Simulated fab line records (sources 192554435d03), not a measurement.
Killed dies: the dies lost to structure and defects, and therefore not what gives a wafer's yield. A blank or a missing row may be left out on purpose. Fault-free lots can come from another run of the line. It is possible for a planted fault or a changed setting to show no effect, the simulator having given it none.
Chamber matching | flow n5 finfet | N5_BEOL_M5_CURE_80 on uv cure-02: 3 sister chambers
The step cures SiCOH lowk, time 120 s. 16 wafers are shown with their chamber, then 8 later ones without.

WAFERS PAIRED WITH THEIR CHAMBERS
wafer  | chamber | lamp power pct (%) | wafer_temp_C_max
L074.2 | 2       | 52.28              | 371.4
L074.3 | 2       | 52.37              | 372.2
L074.4 | 2       | 52.27              | 371.4
L080.2 | 1       | 52.33              | 371.8
L080.5 | 1       | 52.25              | 371.5
L080.6 | 1       | 52.24              | 371.7
L084.1 | 0       | 52.33              | 371.4
L084.3 | 0       | 52.33              | 371.4
L084.6 | 0       | 52.26              | 372.0
L085.2 | 0       | 52.27              | 371.5
L085.5 | 0       | 52.37              | 371.7
L085.6 | 0       | 52.27              | 371.6
L086.1 | 0       | 52.35              | 370.9
L086.2 | 0       | 52.36              | 371.8
L086.6 | 0       | 52.31              | 371.8
L086.3 | 0       | 52.32              | 371.6

SIGNATURES, as means of the wafers listed above
reading          | chamber 0 | chamber 1 | chamber 2 | scatter within a chamber
lamp power pct   | 52.3170   | 52.2733   | 52.3067   | 0.0436
wafer_temp_C_max | 371.570   | 371.667   | 371.667   | 0.316
Rule: a wafer's distance from a chamber is the root of the sum, over the readings, of the square of ((its reading less the chamber's mean) divided by the reading's scatter). The wafer belongs to the nearest chamber; if the next one is less than 2 further off, it can't be placed. The scatter: take each reading less its chamber's mean, square it, sum over the shown wafers, divide by the number of wafers less the number of chambers, and take the root.

WAFERS WITH NO CHAMBER GIVEN
wafer  | lamp power pct (%) | wafer_temp_C_max
L086.4 | 52.36              | 371.6
L086.5 | 52.32              | 371.4
L095.1 | 52.32              | 371.8
L095.2 | 52.46              | 371.5
L095.3 | 52.28              | 372.0
L096.1 | 52.28              | 371.7
L096.3 | 52.36              | 371.7
L096.4 | 52.28              | 371.5

THE CHAMBER EACH PASSED THROUGH
wafer  | from the rows above          | in truth
L086.4 | can't be placed: 0 or 2 or 1 | 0
L086.5 | can't be placed: 0 or 2 or 1 | 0
L095.1 | can't be placed: 2 or 0 or 1 | 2
L095.2 | can't be placed: 0 or 2 or 1 | 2
L095.3 | can't be placed: 1 or 2 or 0 | 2
L096.1 | can't be placed: 1 or 2 or 0 | 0
L096.3 | can't be placed: 0 or 2 or 1 | 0
L096.4 | can't be placed: 1 or 2 or 0 | 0
Correctly placed: 0 of 8. These rows do not allow placing 8 (true chamber among the candidates in 8). 0 placed wrongly.
